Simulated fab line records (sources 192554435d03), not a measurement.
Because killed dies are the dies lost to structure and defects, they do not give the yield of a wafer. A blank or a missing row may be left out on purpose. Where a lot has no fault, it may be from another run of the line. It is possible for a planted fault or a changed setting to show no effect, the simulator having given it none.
Chamber matching	flow n5 finfet	4 sister chambers for N5_BEOL_M11_STRIP_36 on rie diel-02
The step strips in N2/H2. 8 wafers are shown with their chamber, then 7 later ones without.

WAFERS WITH THEIR CHAMBER
wafer	chamber	drypump motor current A (A)	showerhead plenum p Torr (Torr)
L743.3	3	5.77	2.61
L743.6	3	5.81	2.61
L747.5	0	5.83	2.40
L751.2	1	6.33	2.62
L751.5	1	6.34	2.62
L751.6	2	5.45	2.64
L760.2	0	5.85	2.39
L760.3	2	5.46	2.63

WAFERS WITHOUT THEIR CHAMBER
wafer	drypump motor current A (A)	showerhead plenum p Torr (Torr)
L760.4	6.32	2.62
L759.2	6.37	2.61
L759.3	5.88	2.39
L759.4	6.36	2.61
L761.1	5.81	2.60
L761.4	5.82	2.39
L761.5	5.85	2.60

WHICH CHAMBER EACH WENT THROUGH
wafer	from the rows above	in truth
L760.4	1	1
L759.2	1	1
L759.3	0	0
L759.4	1	1
L761.1	3	3
L761.4	0	0
L761.5	3	3
7 of 7 placed correctly. Not placeable from these rows: 0. Number placed wrongly: 0.
How it was worked out, from the rows above alone: a wafer's distance from a chamber is the root of the sum, over the readings, of the square of ((its reading less the chamber's mean) divided by the reading's scatter). The wafer belongs to the nearest chamber; if the next one is less than 2 further off, it can't be placed. The mean given for a chamber averages the wafers shown for that chamber. The scatter: take each reading less its chamber's mean, square it, sum over the shown wafers, divide by the number of wafers less the number of chambers, and take the root.
